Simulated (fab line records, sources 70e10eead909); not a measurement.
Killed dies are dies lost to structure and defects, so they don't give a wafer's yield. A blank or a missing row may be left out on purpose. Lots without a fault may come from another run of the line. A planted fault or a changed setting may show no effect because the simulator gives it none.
Problem report in the 8D (eight disciplines) form, filled by code | flow nand_harc | the parts of the form that need people (team, actions taken, sign-off) are left out

1. THE PROBLEM
exposure_dose_mJ_cm2 at NHARC_A_ZERO_WELL_EXPOSE_07 reads a mean of 26.80 on 6 wafers of 2 lots; wafers without a fault read 33.82 with a standard deviation of 0.033. That is -99 or more standard deviations from the usual mean.
The step: exposes mask A ZERO.
First seen on wafer L378.3, day 12 00:13, on krf_scanner-04. The record holds 36 wafers of 12 lots with a number at this step. Rule for "out", or "out of limits": more than 4 standard deviations from the usual mean. The other wafers with a number count as sound.

2. WHAT IT IS AND WHAT IT IS NOT
question                    | is                     | is not
which readings at this step | exposure_dose_mJ_cm2   | stage_vel_mm_s
which lots                  | L378, L379             | L366, L368, L369, L370, L371, L372, L382, L385, L386, L389
which wafers of those lots  | all that have a number | -
read on which tools         | krf_scanner-04         | krf_scanner-02, krf_scanner-03
when                        | from day 12 00:13      | up to then (18 sound wafers); but 12 sound wafers of L382, L385, L386, L389 came after

3. SUSPECTS, AND WHAT RULES EACH OUT
Counting: a tool at a process step up to the reading stays a suspect if it ran every lot that is out and no sound lot after the first of them.
- krf_scanner-04 at NHARC_A_ZERO_WELL_EXPOSE_07 (exposes mask A ZERO): kept. It ran every lot that is out, first L378 (day 12 00:13), and no sound lot after that; its last sound lot up to then is L371 (day 9 02:34). Its own readings are out on those wafers: exposure_dose_mJ_cm2.
Left after counting: krf_scanner-04 at NHARC_A_ZERO_WELL_EXPOSE_07.

4. THE CAUSE (what the simulator had put in)
Process parameter drift: krf_scanner-04, from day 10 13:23 on, at NHARC_A_ZERO_WELL_EXPOSE_07. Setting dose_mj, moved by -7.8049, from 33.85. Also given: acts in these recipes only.
Counting left only this tool.

5. THE CHAIN OF EFFECTS, in route order
Each row: a reading whose mean over the struck wafers that have a number lies more than 3 standard deviations from the usual. Only readings for which the record gives a usual standard deviation are gone through. hours: the time from each lot's start at the first step in this table that gives one to its start at this step, as a median over the lots. sigmas: the change in usual standard deviations.
hours | step                        | reading              | usual | on struck wafers | change | sigmas
0     | NHARC_A_ZERO_WELL_EXPOSE_07 | exposure_dose_mJ_cm2 | 33.82 | 26.80            | -7.02  | -99 or more
The process steps in it:
- NHARC_A_ZERO_WELL_EXPOSE_07: exposes mask A ZERO.
Later measuring or inspecting steps at which every struck wafer that the step has a row for has a number for every such reading, and none has moved that far: NHARC_A_ZERO_WELL_INSPECT_17, NHARC_END_SORT_01.

6. WHAT WOULD HAVE CAUGHT IT SOONER
In this record the first reading out of limits was taken at day 12 00:13, 35 hours after the fault began at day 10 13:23.
